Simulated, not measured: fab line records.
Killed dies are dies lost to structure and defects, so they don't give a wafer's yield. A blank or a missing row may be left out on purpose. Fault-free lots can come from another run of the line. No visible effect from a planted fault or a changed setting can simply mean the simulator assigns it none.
Problem report in the 8D (eight disciplines) form, filled by code -- flow n5 finfet -- the parts of the form that need people (team, actions taken, sign-off) are left out

## 1. THE ISSUE
Wafers without a fault read 534.2 W, standard deviation 1.6; rf fwd power W at N5_PASSIVATION_PASS_ETCH_47 reads a mean of 406.5 W on 6 wafers belonging to 2 lots. Measured from the usual mean, that is -80 standard deviations.
The step: etches SiNx in CF4/O2, target depth 770 nm, time 385 s.
First seen on wafer L474.1, day 17 22:49, on rie diel-06. At this step, 27 wafers from 9 lots have a number in the record. Rule for "out", or "out of limits": more than 4 standard deviations from the usual mean. All remaining wafers that have a number are taken as sound.

## 2. WHAT IT IS, WHAT IT ISN'T
question,is,is not
which readings at this step,"rf fwd power W, rf vpp V","drypump motor current A, mfc ar sccm, oes product au, showerhead plenum p Torr"
which lots,"L474, L476","L459, L461, L462, L464, L478, L480, L481"
which wafers of those lots,all that have a number,-
read on which tools,rie diel-06,"rie diel-02, rie diel-05"
when,from day 17 22:49,"up to then (15 sound wafers); but 6 sound wafers of L480, L481 came after"

## 3. SUSPECTS, AND WHAT RULES EACH OUT
Counting: a tool at a process step up to the reading stays a suspect if it ran every lot that is out and no sound lot after the first of them.
- rie metal-02 at N5_MIM_TOP_ETCH_ETCH_00 (etches TiN in Cl2/BCl3, target depth 38.5 nm): kept. It ran every lot that is out, first L474 (day 17 15:21), and no sound lot after that; its last sound lot up to then is L461 (day 12 12:05).
- rie diel-06 at N5_PASSIVATION_PASS_ETCH_47 (etches SiNx in CF4/O2, target depth 770 nm, time 385 s): kept. It ran every lot that is out, first L474 (day 17 22:49), and no sound lot after that; its last sound lot up to then is L464 (day 14 21:23). On those wafers its own readings are out: rf fwd power W, rf vpp V.
After counting, rie metal-02 at N5_MIM_TOP_ETCH_ETCH_00 and rie diel-06 at N5_PASSIVATION_PASS_ETCH_47 remain.

## 4. THE CAUSE (what the simulator had put in)
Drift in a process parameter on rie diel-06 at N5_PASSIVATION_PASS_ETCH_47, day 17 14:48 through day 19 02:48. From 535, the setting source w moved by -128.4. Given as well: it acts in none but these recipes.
This tool is one of the 2 suspects left after counting.

## 5. THE CHAIN OF EFFECTS, in route order
Each row: a reading whose mean over the struck wafers that have a number lies more than 3 standard deviations from the usual. Readings are gone through only where the record gives a usual standard deviation; hours: the median, over the lots, of the time from a lot's start at the first step in this table giving one to that lot's start at this step; sigmas: the change measured in usual standard deviations.
hours,step,reading,usual,on struck wafers,change,sigmas
0,N5_PASSIVATION_PASS_ETCH_47,rf fwd power W,534.2 W,406.5,-127.7,-80
0,N5_PASSIVATION_PASS_ETCH_47,rf vpp V,244 V,284,+40,+9.1
3,N5_PASSIVATION_PROBE_49,defect limited yield,91.4 %,0.8,-90.7,-60
3,N5_PASSIVATION_PROBE_49,killed at other,3.1,1076.2,+1073.1,+99 or more
3,N5_PASSIVATION_PROBE_49,killed dies,102,1171,+1069,+63
3,N5_PASSIVATION_PROBE_49,killed on rim,13,147,+134,+35
3,N5_PASSIVATION_PROBE_49,sort_bin_5_function,5.1 %,95.8,+90.7,+95
3,N5_PASSIVATION_PROBE_49,sort n pass,1078,9,-1069,-59
3,N5_PASSIVATION_PROBE_49,sort yield pct,91.3 %,0.8,-90.5,-60
Process steps it contains:
- N5_PASSIVATION_PASS_ETCH_47: etches SiNx in CF4/O2, target depth 770 nm, time 385 s.
- N5_PASSIVATION_PROBE_49

## 6. WHAT WOULD HAVE CAUGHT IT SOONER
First out-of-limits reading in this record: day 17 22:49, which is 8 hours after fault onset at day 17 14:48.
